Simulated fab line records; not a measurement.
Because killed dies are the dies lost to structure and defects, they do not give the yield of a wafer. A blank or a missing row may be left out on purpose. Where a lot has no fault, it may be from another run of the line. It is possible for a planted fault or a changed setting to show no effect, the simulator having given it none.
Which of the tools did it?	flow n5 finfet	23 lots, 69 wafers sampled, at 6 steps of a route of 1938

## WHAT EACH GAUGE READ, for each wafer
The record lacks any reading of a measuring or inspecting step that a usual standard deviation could be used to judge.

## TOOL THAT RAN EACH LOT (tool first, then ch and the chambers of the sampled wafers, then the start)
lot	N5_BEOL_M3_ETCH_69	N5_BEOL_M3_STRIP_36	N5_BEOL_M3_ANNEAL_80	N5_BEOL_M3_ANNEAL_89	N5_BEOL_M3_SPUTTER_92	N5_BEOL_M3_ANNEAL_93
L074	rie diel-03 ch 0,2,3, day 6 21:28	rie diel-04 ch 1,2,3, day 7 04:18	pvd sputter-02, day 7 06:22	pvd sputter-02, day 7 07:01	pvd sputter-02, day 7 07:23	pvd sputter-02, day 7 07:28
L075	rie diel-03 ch 0,1,2, day 7 12:08	rie diel-04 ch 0,1, day 7 16:35	pvd sputter-02, day 7 19:55	pvd sputter-02, day 7 20:35	pvd sputter-02, day 7 20:56	pvd sputter-02, day 7 21:01
L076	rie diel-02 ch 0,1,2, day 8 04:46	rie diel-04 ch 1,2,3, day 8 06:35	pvd sputter-02, day 8 08:25	pvd sputter-02, day 8 09:05	pvd sputter-02, day 8 09:26	pvd sputter-02, day 8 09:31
L077	rie diel-02 ch 0,3, day 8 05:22	rie diel-03 ch 2,3, day 8 06:43	pvd sputter-03, day 8 08:52	pvd sputter-03, day 8 09:32	pvd sputter-03, day 8 09:53	pvd sputter-03, day 8 09:58
L078	rie diel-02 ch 0,1, day 8 10:50	rie diel-02 ch 0,1,2, day 8 14:32	pvd sputter-01, day 8 18:17	pvd sputter-01, day 8 18:57	pvd sputter-01, day 8 19:19	pvd sputter-01, day 8 19:23
L079	rie diel-02 ch 0,1,2, day 8 11:07	rie diel-03 ch 0,1, day 8 14:33	pvd sputter-03, day 8 18:51	pvd sputter-03, day 8 19:31	pvd sputter-03, day 8 19:52	pvd sputter-03, day 8 19:57
L080	rie diel-02 ch 0,1, day 8 16:43	rie diel-02 ch 1,2, day 8 20:14	pvd sputter-01, day 8 23:13	pvd sputter-01, day 8 23:52	pvd sputter-01, day 9 00:14	pvd sputter-01, day 9 00:19
L081	rie diel-03 ch 0,2, day 8 21:37	rie diel-04 ch 0,3, day 8 22:58	pvd sputter-03, day 9 00:55	pvd sputter-03, day 9 01:35	pvd sputter-03, day 9 01:56	pvd sputter-03, day 9 02:01
L082	rie diel-02 ch 1,3, day 9 02:58	rie diel-02 ch 1,2,3, day 9 03:22	pvd sputter-03, day 9 05:48	pvd sputter-03, day 9 06:28	pvd sputter-03, day 9 06:49	pvd sputter-03, day 9 06:54
L083	rie diel-02 ch 0,2,3, day 9 09:17	rie diel-02 ch 0,2,3, day 9 18:12	pvd sputter-03, day 9 20:21	pvd sputter-03, day 9 21:01	pvd sputter-03, day 9 21:22	pvd sputter-03, day 9 21:27
L084	rie diel-02 ch 2,3, day 9 16:32	rie diel-02 ch 0,1,2, day 10 07:07	pvd sputter-03, day 10 08:43	pvd sputter-03, day 10 09:22	pvd sputter-03, day 10 09:44	pvd sputter-03, day 10 09:49
L086	rie diel-04 ch 0,2,3, day 10 03:02	rie diel-03 ch 0,2,3, day 10 07:09	pvd sputter-02, day 10 10:10	pvd sputter-02, day 10 10:49	pvd sputter-02, day 10 11:11	pvd sputter-02, day 10 11:16
L085	rie diel-03 ch 0,1,2, day 10 06:08	rie diel-04 ch 0,2,3, day 10 11:08	pvd sputter-02, day 10 13:28	pvd sputter-02, day 10 14:07	pvd sputter-02, day 10 14:29	pvd sputter-02, day 10 14:34
L088	rie diel-03 ch 1,2, day 10 13:52	rie diel-04 ch 2,3, day 10 15:47	pvd sputter-02, day 10 18:52	pvd sputter-02, day 10 19:31	pvd sputter-02, day 10 19:53	pvd sputter-02, day 10 19:58
L087	rie diel-03 ch 1,3, day 10 22:36	rie diel-04 ch 0,3, day 11 00:05	pvd sputter-02, day 11 01:58	pvd sputter-02, day 11 02:38	pvd sputter-02, day 11 02:59	pvd sputter-02, day 11 03:04
L089	rie diel-04 ch 0,1,2, day 11 02:41	rie diel-02 ch 0,1,3, day 11 03:52	pvd sputter-02, day 11 05:41	pvd sputter-02, day 11 06:21	pvd sputter-02, day 11 06:43	pvd sputter-02, day 11 06:47
L090	rie diel-03 ch 1,3, day 11 05:47	rie diel-03 ch 0,1, day 11 07:01	pvd sputter-03, day 11 08:46	pvd sputter-03, day 11 09:25	pvd sputter-03, day 11 13:09	pvd sputter-03, day 11 13:14
L092	rie diel-02 ch 0,1,2, day 11 06:01	rie diel-03 ch 1,2,3, day 11 13:20	pvd sputter-01, day 11 14:47	pvd sputter-01, day 11 15:27	pvd sputter-01, day 11 15:49	pvd sputter-01, day 11 15:53
L091	rie diel-04 ch 0,3, day 11 10:07	rie diel-02 ch 1,2, day 11 20:38	pvd sputter-03, day 11 23:13	pvd sputter-03, day 11 23:52	pvd sputter-03, day 12 00:14	pvd sputter-03, day 12 00:19
L093	rie diel-04 ch 0,1,3, day 11 23:37	rie diel-02 ch 0,1, day 12 03:42	pvd sputter-03, day 12 05:41	pvd sputter-03, day 12 06:20	pvd sputter-03, day 12 06:42	pvd sputter-03, day 12 06:47
L094	rie diel-04 ch 1,3, day 12 03:20	rie diel-04 ch 1,3, day 12 04:06	pvd sputter-02, day 12 05:53	pvd sputter-02, day 12 06:32	pvd sputter-02, day 12 06:54	pvd sputter-02, day 12 06:59
L096	rie diel-03 ch 2,3, day 12 17:44	rie diel-02 ch 2,3, day 12 23:37	pvd sputter-01, day 13 01:41	pvd sputter-01, day 13 02:20	pvd sputter-01, day 13 02:42	pvd sputter-01, day 13 02:47
L097	rie diel-02 ch 0,2,3, day 12 18:02	rie diel-03 ch 1,2, day 13 04:20	pvd sputter-01, day 13 07:06	pvd sputter-01, day 13 07:46	pvd sputter-01, day 13 08:07	pvd sputter-01, day 13 08:12
- N5_BEOL_M3_ETCH_69: etches SiARC in CF4, target depth 15.6 nm, time 26 s.
- N5_BEOL_M3_STRIP_36: strips in N2/H2.
- N5_BEOL_M3_ANNEAL_80: time 240 s.
- N5_BEOL_M3_ANNEAL_89: time 240 s.
- N5_BEOL_M3_SPUTTER_92: material Cu, target thk 4.5 nm, time 8.29 s.
- N5_BEOL_M3_ANNEAL_93: time 240 s.

## WHAT THE TOOLS THEMSELVES READ (means of the sampled wafers that have a number; where no wafer has one, the mark that the record gives instead)
N5_BEOL_M3_ETCH_69.
lot	tool	bias w (W)	drypump motor current A (A)	etch rf on time s (s)	oes product au (a.u.)	rf vpp V (V)	showerhead plenum p Torr (Torr)	throttle valve pct (%)
L074	rie diel-03	35.94	5.5	26.3	0.61	183.4	2.07	15.67
L075	rie diel-03	35.98	5.9	26.1	0.61	183.5	2.09	15.64
L076	rie diel-02	35.97	5.8	26.3	0.66	184.0	2.15	15.54
L077	rie diel-02	36.08	6.1	26.5	0.61	185.2	2.22	15.75
L078	rie diel-02	36.01	5.4	26.3	0.67	184.2	2.19	15.53
L079	rie diel-02	35.87	5.8	26.5	0.65	183.5	2.15	15.54
L080	rie diel-02	36.04	5.5	26.4	0.67	184.3	2.19	15.53
L081	rie diel-03	36.04	5.7	25.9	0.60	183.1	2.06	15.69
L082	rie diel-02	36.12	6.4	26.0	0.78	184.9	2.15	15.44
L083	rie diel-02	36.01	5.9	26.0	0.71	184.8	2.19	15.51
L084	rie diel-02	36.02	6.4	25.6	0.76	183.9	2.18	15.46
L086	rie diel-04	36.13	5.9	25.3	0.62	183.9	2.13	15.78
L085	rie diel-03	35.89	5.9	25.8	0.60	183.4	2.09	15.68
L088	rie diel-03	36.05	5.7	26.0	0.61	183.3	2.12	15.58
L087	rie diel-03	35.97	5.7	26.1	0.61	183.0	2.06	15.76
L089	rie diel-04	36.02	5.9	25.5	0.62	184.4	2.13	15.82
L090	rie diel-03	35.96	5.7	26.2	0.61	183.4	2.06	15.77
L092	rie diel-02	36.08	5.8	27.1	0.63	184.2	2.15	15.58
L091	rie diel-04	35.99	6.0	25.3	0.60	184.9	2.15	15.79
L093	rie diel-04	36.00	6.1	25.3	0.61	184.7	2.15	15.82
L094	rie diel-04	36.10	6.0	25.4	0.61	185.7	2.21	15.70
L096	rie diel-03	35.86	5.3	26.4	0.60	183.3	2.06	15.72
L097	rie diel-02	36.02	5.9	26.4	0.68	184.7	2.19	15.55

N5_BEOL_M3_STRIP_36.
lot	tool	drypump motor current A (A)	h2 flow sccm (sccm)	n2 flow sccm (sccm)	oes product au (a.u.)	rf vpp V (V)	showerhead plenum p Torr (Torr)	throttle valve pct (%)
L074	rie diel-04	5.8	200.3	200.0	0.74	59.8	2.60	23.48
L075	rie diel-04	6.1	200.0	200.6	0.72	59.5	2.56	23.71
L076	rie diel-04	5.8	200.4	200.2	0.73	59.3	2.60	23.46
L077	rie diel-03	5.3	200.9	199.6	0.73	60.2	2.45	23.67
L078	rie diel-02	5.8	199.7	200.1	0.77	59.5	2.54	23.46
L079	rie diel-03	6.3	200.2	200.2	0.71	59.1	2.48	23.57
L080	rie diel-02	6.2	200.7	200.4	0.74	59.2	2.50	23.40
L081	rie diel-04	6.2	199.7	200.1	0.71	59.0	2.47	23.54
L082	rie diel-02	6.3	200.2	200.2	0.82	58.9	2.52	23.44
L083	rie diel-02	5.9	199.3	200.0	0.83	60.4	2.60	23.43
L084	rie diel-02	5.8	199.6	200.5	0.75	59.4	2.54	23.49
L086	rie diel-03	5.5	200.6	199.6	0.70	60.5	2.44	23.72
L085	rie diel-04	5.9	199.9	199.9	0.72	58.6	2.51	23.50
L088	rie diel-04	5.6	200.0	200.6	0.72	61.0	2.55	23.40
L087	rie diel-04	6.2	200.4	199.5	0.70	59.2	2.46	23.58
L089	rie diel-02	6.0	199.7	200.3	0.82	58.6	2.56	23.50
L090	rie diel-03	6.3	200.4	199.2	0.79	59.3	2.58	23.46
L092	rie diel-03	5.7	200.2	199.8	0.70	58.5	2.48	23.64
L091	rie diel-02	6.1	200.5	199.8	0.72	59.9	2.49	23.45
L093	rie diel-02	5.8	200.2	199.6	0.74	59.7	2.50	23.54
L094	rie diel-04	6.0	199.5	200.1	0.69	60.4	2.63	23.61
L096	rie diel-02	6.3	199.7	200.0	0.77	57.9	2.54	23.42
L097	rie diel-03	6.1	199.5	199.9	0.68	59.5	2.50	23.62

N5_BEOL_M3_ANNEAL_80.
lot	tool	heater power w (W)	susceptor temp C (C)
L074	pvd sputter-02	871	399.95
L075	pvd sputter-02	864	399.81
L076	pvd sputter-02	867	399.99
L077	pvd sputter-03	753	399.99
L078	pvd sputter-01	892	399.72
L079	pvd sputter-03	786	399.86
L080	pvd sputter-01	864	400.07
L081	pvd sputter-03	843	399.92
L082	pvd sputter-03	833	400.15
L083	pvd sputter-03	826	399.89
L084	pvd sputter-03	766	400.11
L086	pvd sputter-02	870	400.04
L085	pvd sputter-02	882	399.98
L088	pvd sputter-02	874	399.84
L087	pvd sputter-02	854	400.00
L089	pvd sputter-02	872	400.11
L090	pvd sputter-03	824	399.91
L092	pvd sputter-01	807	400.02
L091	pvd sputter-03	783	400.10
L093	pvd sputter-03	806	399.89
L094	pvd sputter-02	863	400.10
L096	pvd sputter-01	902	399.86
L097	pvd sputter-01	807	399.99

N5_BEOL_M3_ANNEAL_89.
lot	tool	heater power w (W)	susceptor temp C (C)
L074	pvd sputter-02	873	400.06
L075	pvd sputter-02	873	400.12
L076	pvd sputter-02	877	400.14
L077	pvd sputter-03	761	400.02
L078	pvd sputter-01	893	400.04
L079	pvd sputter-03	778	400.10
L080	pvd sputter-01	875	400.20
L081	pvd sputter-03	836	399.98
L082	pvd sputter-03	850	400.04
L083	pvd sputter-03	821	400.10
L084	pvd sputter-03	761	400.20
L086	pvd sputter-02	875	400.12
L085	pvd sputter-02	875	399.92
L088	pvd sputter-02	870	399.97
L087	pvd sputter-02	855	399.94
L089	pvd sputter-02	891	399.94
L090	pvd sputter-03	818	400.06
L092	pvd sputter-01	823	399.97
L091	pvd sputter-03	781	399.97
L093	pvd sputter-03	813	400.02
L094	pvd sputter-02	880	399.85
L096	pvd sputter-01	887	399.89
L097	pvd sputter-01	804	399.96

N5_BEOL_M3_SPUTTER_92.
lot	tool	substrate temp c (C)	susceptor temp C (C)	throttle valve pct (%)
L074	pvd sputter-02	-20.04	-20.11	30.8
L075	pvd sputter-02	-20.04	-20.00	30.9
L076	pvd sputter-02	-19.97	-20.07	31.0
L077	pvd sputter-03	-20.13	-19.98	28.7
L078	pvd sputter-01	-19.98	-20.06	29.6
L079	pvd sputter-03	-20.10	-19.96	28.3
L080	pvd sputter-01	-20.02	-20.08	29.2
L081	pvd sputter-03	-20.01	-20.01	29.1
L082	pvd sputter-03	-19.93	-19.99	29.2
L083	pvd sputter-03	-20.16	-19.90	29.3
L084	pvd sputter-03	-20.10	-19.90	29.3
L086	pvd sputter-02	-20.03	-19.95	30.9
L085	pvd sputter-02	-19.95	-20.06	30.9
L088	pvd sputter-02	-19.97	-20.02	30.9
L087	pvd sputter-02	-19.96	-19.98	30.9
L089	pvd sputter-02	-19.99	-19.92	30.9
L090	pvd sputter-03	-19.98	-20.18	29.9
L092	pvd sputter-01	-20.02	-20.04	30.5
L091	pvd sputter-03	-19.92	-19.99	28.5
L093	pvd sputter-03	-19.83	-19.90	28.6
L094	pvd sputter-02	-20.11	-19.96	30.8
L096	pvd sputter-01	-19.92	-19.99	29.8
L097	pvd sputter-01	-19.94	-19.96	29.9

N5_BEOL_M3_ANNEAL_93.
lot	tool	heater power w (W)	susceptor temp C (C)
L074	pvd sputter-02	875	399.96
L075	pvd sputter-02	868	399.93
L076	pvd sputter-02	879	399.87
L077	pvd sputter-03	760	400.27
L078	pvd sputter-01	891	400.03
L079	pvd sputter-03	780	399.87
L080	pvd sputter-01	881	399.86
L081	pvd sputter-03	848	399.95
L082	pvd sputter-03	840	399.90
L083	pvd sputter-03	814	400.03
L084	pvd sputter-03	771	400.07
L086	pvd sputter-02	879	400.08
L085	pvd sputter-02	879	399.83
L088	pvd sputter-02	878	400.05
L087	pvd sputter-02	850	400.08
L089	pvd sputter-02	889	400.07
L090	pvd sputter-03	818	400.15
L092	pvd sputter-01	820	400.23
L091	pvd sputter-03	776	400.34
L093	pvd sputter-03	813	399.98
L094	pvd sputter-02	877	400.19
L096	pvd sputter-01	891	399.87
L097	pvd sputter-01	798	399.96

## THE ANSWER, worked out from the rows above alone
Rule: usual is defined by the lots themselves. The widest of any qualifying gaps counts: lots, ordered by their means at a reading, are off when they make up no more than a third of the lots, leave a main group of 4 or more, and stand apart from it by 3 or more times the standard deviation of that group's means. If all means in a main group match to the digits the tables above print for the reading, that group is not used. Also off: a lot with no number at a reading for which 4 or more lots have one. Where the step has rows for the other lots, those lots are counted as sound. Order of review: gauges by route order, followed by the tools' own readings, for which a lot's mean as printed above is used. At the first step where some lot is off, the reading lying furthest off is the one used; lots without a number count as furthest.
Across all readings shown, no lot is off: no conclusion can be drawn from this.

## WHAT WAS PUT IN BY THE SIMULATOR
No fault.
